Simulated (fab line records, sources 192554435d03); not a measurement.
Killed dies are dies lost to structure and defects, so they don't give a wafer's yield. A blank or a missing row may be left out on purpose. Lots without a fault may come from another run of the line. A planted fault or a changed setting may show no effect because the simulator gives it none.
Chamber matching | flow n5_finfet | N5_BEOL_M12_ETCH_59 on rie_diel-01: 4 sister chambers
The step etches BARC in N2/H2, target depth 89 nm, overetch 26.7 nm, time 67.9 s. 4 wafers are shown with their chamber, then 12 later ones without.

WAFERS WITH THEIR CHAMBER
wafer  | chamber | drypump_motor_current_A (A)
L089.6 | 1       | 5.8
L088.1 | 0       | 6.2
L088.3 | 3       | 5.4
L088.4 | 2       | 5.6

WAFERS WITHOUT THEIR CHAMBER
wafer  | drypump_motor_current_A (A)
L090.1 | 5.8
L090.2 | 5.6
L090.4 | 6.2
L091.4 | 5.5
L091.5 | 5.4
L091.6 | 5.6
L094.1 | 5.8
L094.3 | 6.2
L094.5 | 5.5
L096.3 | 5.8
L096.5 | 5.5
L096.6 | 6.2

WHICH CHAMBER EACH WENT THROUGH
wafer  | from the rows above     | in truth
L090.1 | 1                       | 1
L090.2 | 2                       | 2
L090.4 | 0                       | 0
L091.4 | can't be placed: 2 or 3 | 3
L091.5 | 3                       | 3
L091.6 | 2                       | 2
L094.1 | 1                       | 1
L094.3 | 0                       | 0
L094.5 | can't be placed: 2 or 3 | 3
L096.3 | 1                       | 1
L096.5 | can't be placed: 2 or 3 | 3
L096.6 | 0                       | 0
Placed correctly: 9 of 12. Can't be placed from these rows: 3 (the true chamber is among the candidates in 3). Placed wrongly: 0.
How it was worked out, from the rows above alone: a wafer's distance from a chamber is the root of the sum, over the readings, of the square of ((its reading less the chamber's mean) divided by the reading's scatter). The wafer belongs to the nearest chamber; if the next one is less than 2 further off, it can't be placed. A chamber's mean is the mean of its shown wafers. The scatter: with one shown wafer a chamber, the root of the mean of the squares of how far each hidden wafer lies from its nearest shown one.
